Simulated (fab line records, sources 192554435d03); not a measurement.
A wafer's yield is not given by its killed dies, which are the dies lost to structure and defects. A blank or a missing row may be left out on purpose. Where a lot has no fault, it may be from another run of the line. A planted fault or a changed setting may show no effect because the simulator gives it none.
The tool behind it: which one? / flow n5_finfet / 33 wafers from 11 lots sampled at 2 of the route's 1938 steps

== WHAT THE GAUGES READ, wafer by wafer ==
N5_BEOL_M1_THK_MEAS_53: measures by xrf.
lot=L502; measured=day 6 22:26; on=film_metro-02; M1_THK (nm)=37.8 38.7 41.1
lot=L503; measured=day 7 14:44; on=film_metro-02; M1_THK (nm)=40.9 41.2 42.5
lot=L505; measured=day 7 18:18; on=film_metro-02; M1_THK (nm)=40.6 39.4 42.2
lot=L507; measured=day 8 04:28; on=film_metro-02; M1_THK (nm)=41.6 42.0 42.4
lot=L508; measured=day 8 09:01; on=film_metro-02; M1_THK (nm)=42.7 38.9 39.1
lot=L510; measured=day 9 07:34; on=film_metro-02; M1_THK (nm)=38.4 38.0 38.9
lot=L513; measured=day 9 15:28; on=film_metro-01; M1_THK (nm)=39.6 43.5 40.0
lot=L515; measured=day 10 13:20; on=film_metro-01; M1_THK (nm)=38.2 40.9 41.8
lot=L520; measured=day 11 12:55; on=film_metro-02; M1_THK (nm)=39.3 41.4 42.4
lot=L522; measured=day 12 01:05; on=film_metro-02; M1_THK (nm)=38.9 35.5 38.0
lot=L523; measured=day 12 08:48; on=film_metro-02; M1_THK (nm)=40.1 38.9 40.5

== EACH LOT AND THE TOOL THAT RAN IT (in order: tool; ch and the chambers of the sampled wafers; start) ==
lot=L502; N5_BEOL_M1_ANNEAL_93=pvd_sputter-02, day 6 21:17
lot=L503; N5_BEOL_M1_ANNEAL_93=pvd_sputter-03, day 7 13:35
lot=L505; N5_BEOL_M1_ANNEAL_93=pvd_sputter-01, day 7 17:09
lot=L507; N5_BEOL_M1_ANNEAL_93=pvd_sputter-01, day 8 03:19
lot=L508; N5_BEOL_M1_ANNEAL_93=pvd_sputter-01, day 8 07:52
lot=L510; N5_BEOL_M1_ANNEAL_93=pvd_sputter-03, day 9 06:25
lot=L513; N5_BEOL_M1_ANNEAL_93=pvd_sputter-03, day 9 14:11
lot=L515; N5_BEOL_M1_ANNEAL_93=pvd_sputter-03, day 10 12:09
lot=L520; N5_BEOL_M1_ANNEAL_93=pvd_sputter-02, day 11 11:38
lot=L522; N5_BEOL_M1_ANNEAL_93=pvd_sputter-01, day 11 23:56
lot=L523; N5_BEOL_M1_ANNEAL_93=pvd_sputter-03, day 12 07:40
- N5_BEOL_M1_ANNEAL_93: time 240 s.

== THE ANSWER, worked out from the rows above alone ==
Rule: the lots themselves supply what counts as usual. The widest of any qualifying gaps counts: lots, ordered by their means at a reading, are off when they make up no more than a third of the lots, leave a main group of 4 or more, and stand apart from it by 3 or more times the standard deviation of that group's means. A main group whose means are all the same, to the digits that the tables above print for the reading, isn't used. A lot without any number at a reading at which 4 lots or more have one is off too. The other lots that the step has rows for count as sound.
Nothing can be told from this: no lot is off at any reading shown.

== WHAT THE SIMULATOR PUT IN ==
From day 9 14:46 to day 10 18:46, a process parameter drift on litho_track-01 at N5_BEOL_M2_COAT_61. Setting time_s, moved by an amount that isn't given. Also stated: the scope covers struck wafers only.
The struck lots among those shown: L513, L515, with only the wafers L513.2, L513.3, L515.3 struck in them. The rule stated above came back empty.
